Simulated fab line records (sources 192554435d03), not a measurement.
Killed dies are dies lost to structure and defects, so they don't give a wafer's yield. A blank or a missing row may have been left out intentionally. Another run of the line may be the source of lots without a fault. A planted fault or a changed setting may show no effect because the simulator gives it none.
fab line records	flow n5_finfet	part 2 of 2: steps 5 to 6 of 6
record: lots: 23	wafers: 69	last_day: 20
route steps=1938 shown FIN_CUT@174 DUMMY_GATE@234 SPACER0@258 SD_EPI_N@275
lots that met no fault: from a run of the same line without faults
start_h: hours from the record's first day to the start of the lot's first wafer shown	wait_h: hours elapsed since this lot's preceding step	" same as the row above	L1.1+2: one row covering several wafers at once	- no value, or no start was given	* or withheld: withheld	< > ~ a bound
route shown NAME@n: names a module that has steps shown in the file, with the first one's number in the route	usual: average and standard deviation across the fault-free wafers	same: alike in all rows	chamber/n: place in a boat	sites: the reading at each site	_std_site: standard deviation across them	_edge_site: mean of outer sites minus mean of inner sites	radius_mm: for every site, how far away it sits from the centre of the wafer	mask NAME#n: copy n	behind: the tool/chamber that last shaped the wafer	hold: the reason the lot was held/the length of the hold in hours/how it ended	device: the n, p or np transistor that did not switch	end of line: tests of these same wafers at the route's end	where a step has no rows: the recipe by itself	killed: count of dies lost to structure and defects at first sort (not the wafer's yield)	map: shows each die of a wafer: x if killed, . if not, _ if none is there
set.NAME: the setting that was run; set.NAME@STEP: the one run at that earlier step	model.NAME: the simulator's own value behind a step, which no gauge read
a sample of lots followed through the steps of the route, with each step as a table and each wafer as a row
services: when a tool's chamber went out of use (start_h, in hours from the record's first day, below 0 if earlier), for how many hours, and the reason
== steps ==
step: N5_SPACER0_ALD_07
recipe: material: SiNx	target_thk_a: 20	temp_c: 400	ald_precursor_family: SiH2I2	ald_co_reactant: N2/H2-plasma	pressure_torr: 2
usual: heater_power_w: 831/90
lot.wafer	tool	chamber	start_h	wait_h	heater_power_w	since_wet_clean_h
L074.1	ald_sin-03	1	49.14	0.0	843	147
L074.3	"	0	"	"	718	147
L074.5	"	2	"	"	794	-
L075.2	ald_sin-02	1	56.11	0.0	888	337
L075.3	"	0	"	"	935	337
L075.6	"	2	"	"	1087	-
L076.1	ald_sin-02	0	60.97	0.0	888	342
L076.2	"	3	"	"	847	342
L076.4	"	1	"	"	903	342
L077.2	ald_sin-01	2	66.49	0.2	739	58
L077.5	"	2	"	"	758	-
L077.6	"	3	"	"	838	-
L078.1	ald_sin-03	1	71.65	0.0	848	169
L078.4	"	3	"	"	774	169
L078.6	"	0	"	"	721	-
L079.1	ald_sin-03	0	81.04	0.3	708	179
L079.3	"	3	"	"	756	179
L079.5	"	1	"	"	827	-
L080.1	ald_sin-01	0	85.82	0.2	771	77
L080.3	"	3	"	"	851	77
L080.5	"	0	"	"	746	-
L081.2	ald_sin-01	1	90.05	0.7	901	82
L081.5	"	3	"	"	860	-
L081.6	"	0	"	"	753	-
L082.2	ald_sin-01	1	96.42	0.2	912	88
L082.3	"	0	"	"	755	88
L082.5	"	2	"	"	763	-
L084.2	ald_sin-01	0	107.43	0.4	767	99
L084.4	"	1	"	"	893	99
L084.5	"	0	"	"	751	-
L085.2	ald_sin-01	3	112.94	0.0	834	105
L085.3	"	2	"	"	720	105
L085.4	"	1	"	"	917	105
L086.2	ald_sin-01	3	119.93	0.0	854	112
L086.3	"	1	"	"	891	112
L086.4	"	2	"	"	727	112
L087.1	ald_sin-01	2	125.73	0.0	737	117
L087.4	"	3	"	"	848	117
L087.6	"	0	"	"	759	-
L088.1	ald_sin-03	0	131.06	0.0	702	229
L088.2	"	2	"	"	789	229
L088.4	"	3	"	"	740	229
L089.2	ald_sin-03	2	139.00	0.1	786	237
L089.3	"	3	"	"	764	237
L089.5	"	1	"	"	862	-
L090.2	ald_sin-01	1	144.06	0.0	901	136
L090.3	"	0	"	"	771	136
L090.6	"	3	"	"	846	-
L091.1	ald_sin-02	3	148.34	0.2	828	49
L091.3	"	1	"	"	845	49
L091.6	"	2	"	"	1075	-
L092.1	ald_sin-01	0	155.14	0.1	768	147
L092.2	"	3	"	"	831	147
L092.6	"	3	"	"	834	-
L093.3	ald_sin-01	1	162.88	0.0	917	154
L093.4	"	3	"	"	838	154
L093.5	"	1	"	"	946	-
L094.1	ald_sin-02	2	172.87	0.0	1071	73
L094.2	"	1	"	"	844	73
L094.3	"	3	"	"	849	73
L095.4	ald_sin-02	2	177.57	0.8	1083	78
L095.5	"	1	"	"	871	-
L095.6	"	0	"	"	866	-
L096.2	ald_sin-03	1	183.55	0.2	851	281
L096.3	"	0	"	"	710	281
L096.6	"	1	"	"	846	-
L097.1	ald_sin-03	0	184.67	0.0	706	282
L097.2	"	2	"	"	803	282
L097.5	"	2	"	"	806	-
step: N5_SD_EPI_N_ETCH_35
recipe: chemistry: N2/H2	target: SOC	overetch_a: 1080	mask_material: SiARC	temp_c: 40	ion_energy_ev: 100	source_w: 3000	bias_w: 133	pressure_mtorr: 20	time_s: 486	n2_flow_sccm: 200	h2_flow_sccm: 200
usual: drypump_motor_current_A: 5.9/0.47	oes_product_au: 0.70/0.066	rf_vpp_V: 241.0/1.1	showerhead_plenum_p_Torr: 2.57/0.067	throttle_valve_pct: 23.92/0.18
lot.wafer	tool	chamber	start_h	wait_h	drypump_motor_current_A	oes_product_au	rf_hours_counter_h	rf_vpp_V	showerhead_plenum_p_Torr	throttle_valve_pct
L074.1	rie_diel-01	0	50.35	0.0	6.5	0.86	5	239.0	2.50	23.70
L074.3	"	1	"	"	5.6	0.72	121	239.9	2.55	24.07
L074.5	"	0	"	"	6.5	0.86	-	240.8	2.50	23.70
L075.2	rie_diel-04	2	57.25	0.0	5.6	0.66	138	241.0	2.54	24.15
L075.3	"	1	"	"	6.2	0.63	218	241.2	2.51	23.88
L075.6	"	3	"	"	5.5	0.61	-	244.1	2.61	24.11
L076.1	rie_diel-04	2	62.11	0.0	5.6	0.66	140	239.2	2.54	24.16
L076.2	"	3	"	"	5.5	0.61	237	241.3	2.61	24.10
L076.4	"	0	"	"	6.2	0.63	-	240.0	2.62	23.83
L077.2	rie_diel-05	3	67.76	0.0	6.0	0.76	56	239.1	2.47	23.82
L077.5	"	2	"	"	6.1	0.67	-	242.7	2.64	23.95
L077.6	"	1	"	"	6.6	0.73	-	240.1	2.56	23.82
L078.1	rie_diel-01	2	73.46	0.0	5.0	0.65	206	242.1	2.61	23.48
L078.4	"	1	"	"	5.6	0.70	130	240.4	2.55	24.09
L078.6	"	0	"	"	6.5	0.83	-	241.1	2.50	23.71
L079.1	rie_diel-05	3	82.18	0.0	6.0	0.76	61	239.4	2.46	23.83
L079.3	"	0	"	"	5.7	0.77	42	242.2	2.70	24.02
L079.5	"	1	"	"	6.6	0.72	-	242.1	2.56	23.81
L080.1	rie_diel-01	3	86.99	0.0	5.2	0.71	92	242.3	2.57	24.08
L080.3	"	2	"	"	5.0	0.64	211	242.0	2.61	23.49
L080.5	"	1	"	"	5.6	0.71	-	240.6	2.55	24.08
L081.2	rie_diel-01	0	91.14	0.0	6.5	0.83	20	239.7	2.49	23.71
L081.5	"	1	"	"	5.6	0.70	-	240.0	2.55	24.10
L081.6	"	2	"	"	5.0	0.64	-	242.9	2.61	23.49
L082.2	rie_diel-01	1	97.44	0.0	5.7	0.70	138	240.1	2.54	24.10
L082.3	"	2	"	"	5.0	0.64	214	240.6	2.61	23.49
L082.5	"	0	"	"	6.5	0.82	-	240.0	2.49	23.74
L084.2	rie_diel-05	2	108.45	0.0	6.1	0.66	180	241.1	2.63	23.96
L084.4	"	0	"	"	5.7	0.77	52	241.9	2.70	24.05
L084.5	"	1	"	"	6.6	0.71	-	240.7	2.56	23.83
L085.2	rie_diel-04	1	114.09	0.0	6.3	0.62	233	240.6	2.50	23.90
L085.3	"	2	"	"	5.5	0.66	156	240.7	2.53	24.16
L085.4	"	0	"	"	6.2	0.62	-	241.6	2.61	23.81
L086.2	rie_diel-05	1	121.08	0.0	6.6	0.70	126	241.5	2.55	23.86
L086.3	"	0	"	"	5.7	0.76	57	241.7	2.69	24.04
L086.4	"	3	"	"	6.0	0.74	75	239.4	2.46	23.84
L087.1	rie_diel-04	2	126.88	0.0	5.5	0.66	162	240.5	2.53	24.17
L087.4	"	1	"	"	6.3	0.61	-	239.7	2.50	23.90
L087.6	"	0	"	"	6.2	0.62	-	242.6	2.61	23.84
L088.1	rie_diel-04	0	132.67	0.0	6.2	0.62	239	241.4	2.61	23.84
L088.2	"	2	"	"	5.5	0.64	164	238.9	2.53	24.18
L088.4	"	1	"	"	6.2	0.62	240	240.6	2.50	23.92
L089.2	rie_diel-01	0	140.14	0.0	6.5	0.79	38	239.4	2.49	23.74
L089.3	"	1	"	"	5.6	0.69	154	241.6	2.54	24.10
L089.5	"	2	"	"	5.0	0.63	-	241.0	2.60	23.52
L090.2	rie_diel-04	3	145.24	0.0	5.5	0.86	7	239.8	2.61	23.87
L090.3	"	0	"	"	6.2	0.61	245	241.0	2.61	23.86
L090.6	"	2	"	"	5.6	0.65	-	239.2	2.53	24.19
L091.1	rie_diel-01	2	149.97	0.0	5.0	0.62	234	242.6	2.60	23.52
L091.3	"	3	"	"	5.2	0.70	117	240.5	2.56	24.12
L091.6	"	0	"	"	6.5	0.79	-	241.5	2.48	23.77
L092.1	rie_diel-05	0	156.28	0.0	5.7	0.75	65	242.2	2.69	24.05
L092.2	"	1	"	"	6.6	0.70	134	241.4	2.55	23.85
L092.6	"	0	"	"	5.7	0.75	-	241.8	2.69	24.04
L093.3	rie_diel-04	2	163.90	0.0	5.6	0.64	176	241.5	2.52	24.20
L093.4	"	3	"	"	5.5	0.83	-	240.7	2.60	23.87
L093.5	"	1	"	"	6.2	0.61	-	239.7	2.49	23.91
L094.1	rie_diel-05	0	174.02	0.0	5.7	0.74	70	242.7	2.69	24.06
L094.2	"	2	"	"	6.1	0.66	192	241.2	2.63	24.00
L094.3	"	3	"	"	6.0	0.73	88	240.1	2.45	23.87
L095.4	rie_diel-05	2	179.51	0.2	6.1	0.66	-	242.1	2.63	23.99
L095.5	"	0	"	"	5.7	0.74	-	242.2	2.69	24.09
L095.6	"	3	"	"	5.9	0.73	-	240.2	2.45	23.87
L096.2	rie_diel-01	2	184.69	0.0	5.0	0.62	246	241.6	2.59	23.53
L096.3	"	1	"	"	5.7	0.67	170	241.9	2.53	24.13
L096.6	"	0	"	"	6.5	0.77	-	241.0	2.48	23.78
L097.1	rie_diel-05	3	185.81	0.0	6.0	0.73	93	240.1	2.45	23.88
L097.2	"	0	"	"	5.7	0.74	76	242.7	2.68	24.06
L097.5	"	1	"	"	6.6	0.70	-	242.0	2.55	23.87
== services ==
tool	chamber	start_h	hours	kind
rie_diel-01	2	7.11	1.4	repair
ald_sin-03	3	11.08	12.8	repair
ald_sin-03	-	11.53	2.0	repair
rie_diel-03	0	17.61	9.8	repair
rie_diel-06	-	23.74	1.3	repair
rie_diel-06	0	28.99	6.7	repair
ald_sin-03	-	29.30	6.0	pm
rie_diel-01	-	31.91	2.8	pm
ald_sin-01	0	39.96	2.2	repair
ald_sin-01	3	42.94	1.6	repair
ald_sin-01	0	56.88	8.5	repair
rie_diel-04	1	61.26	8.9	repair
ald_sin-02	-	68.15	0.8	repair
rie_diel-03	1	92.93	14.9	repair
rie_diel-04	-	119.54	2.3	repair
rie_diel-06	2	125.76	11.1	repair
rie_diel-05	-	132.88	14.6	pm
rie_diel-03	1	145.19	1.6	repair
rie_diel-06	-	158.33	2.8	pm
rie_diel-06	2	163.27	9.2	repair
rie_diel-05	1	173.90	8.8	repair
rie_diel-04	1	176.16	8.1	repair
rie_diel-03	-	177.21	0.8	repair
rie_diel-01	0	182.28	1.9	repair
